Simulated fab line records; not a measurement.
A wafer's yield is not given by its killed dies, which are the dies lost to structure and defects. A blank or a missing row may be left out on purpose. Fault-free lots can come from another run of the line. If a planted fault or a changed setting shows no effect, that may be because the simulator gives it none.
Chamber matching + flow nand harc + NHARC_A_BONDPAD_DEP_00 on pecvd-02 has 3 sister chambers
The step deposits SiCN, target thk 250 nm. 30 wafers are shown with their chamber, then 12 later ones without.

## WAFERS PAIRED WITH THEIR CHAMBERS
| wafer  | chamber | heater power w (W) | showerhead vpp V (V) |
|--------|---------|--------------------|----------------------|
| L075.1 | 2       | 633                | 1342                 |
| L075.3 | 1       | 529                | 1319                 |
| L075.4 | 1       | 517                | 1310                 |
| L077.1 | 1       | 536                | 1340                 |
| L077.5 | 0       | 601                | 1285                 |
| L077.6 | 1       | 543                | 1308                 |
| L080.1 | 1       | 541                | 1337                 |
| L080.2 | 0       | 575                | 1324                 |
| L080.5 | 2       | 648                | 1353                 |
| L083.1 | 2       | 507                | 1321                 |
| L083.4 | 2       | 524                | 1327                 |
| L083.5 | 1       | 597                | 1295                 |
| L081.3 | 0       | 720                | 1296                 |
| L081.4 | 0       | 594                | 1298                 |
| L081.5 | 1       | 544                | 1315                 |
| L084.2 | 0       | 612                | 1297                 |
| L084.3 | 1       | 583                | 1302                 |
| L084.6 | 2       | 545                | 1329                 |
| L085.1 | 2       | 533                | 1325                 |
| L085.3 | 1       | 555                | 1322                 |
| L085.6 | 2       | 543                | 1341                 |
| L087.2 | 2       | 560                | 1321                 |
| L087.3 | 1       | 573                | 1337                 |
| L087.6 | 2       | 560                | 1325                 |
| L089.3 | 2       | 606                | 1348                 |
| L089.5 | 1       | 538                | 1328                 |
| L089.6 | 0       | 695                | 1324                 |
| L088.3 | 1       | 479                | 1322                 |
| L088.4 | 0       | 717                | 1332                 |
| L088.6 | 2       | 608                | 1347                 |

SIGNATURES (averages over the wafers above)
| reading          | chamber 0 | chamber 1 | chamber 2 | scatter within a chamber |
|------------------|-----------|-----------|-----------|--------------------------|
| heater power w   | 644.86    | 544.58    | 569.73    | 45.6                     |
| showerhead vpp V | 1308.00   | 1319.58   | 1334.45   | 14.5                     |
Rule: distance of a wafer from a chamber = root of the sum over the readings of ((wafer's reading minus chamber's mean) / reading's scatter) squared. The wafer belongs to the nearest chamber; if the next one is less than 2 further off, it can't be placed. The scatter: the root of (the sum of the squares of (reading less its chamber's mean) over the shown wafers, divided by (wafers less chambers)).

## WAFERS MISSING THEIR CHAMBER
| wafer  | heater power w (W) | showerhead vpp V (V) |
|--------|--------------------|----------------------|
| L093.2 | 641                | 1334                 |
| L093.3 | 677                | 1311                 |
| L093.5 | 708                | 1297                 |
| L094.1 | 611                | 1317                 |
| L094.3 | 592                | 1340                 |
| L094.4 | 477                | 1332                 |
| L095.3 | 585                | 1314                 |
| L095.5 | 633                | 1321                 |
| L095.6 | 611                | 1312                 |
| L097.2 | 664                | 1323                 |
| L097.3 | 506                | 1316                 |
| L097.4 | 613                | 1321                 |

## CHAMBER TAKEN BY EACH
| wafer  | from the rows above          | in truth |
|--------|------------------------------|----------|
| L093.2 | can't be placed: 2 or 0 or 1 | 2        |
| L093.3 | 0                            | 0        |
| L093.5 | 0                            | 0        |
| L094.1 | can't be placed: 0 or 1 or 2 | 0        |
| L094.3 | can't be placed: 2 or 1 or 0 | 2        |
| L094.4 | can't be placed: 1 or 2      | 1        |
| L095.3 | can't be placed: 1 or 0 or 2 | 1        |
| L095.5 | can't be placed: 0 or 2 or 1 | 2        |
| L095.6 | can't be placed: 0 or 1 or 2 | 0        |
| L097.2 | can't be placed: 0 or 2 or 1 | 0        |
| L097.3 | can't be placed: 1 or 2      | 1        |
| L097.4 | can't be placed: 0 or 2 or 1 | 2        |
Placed correctly: 2 of 12. Unplaceable from these rows: 10, with the true chamber sitting among the candidates in 10. Number placed wrongly: 0.
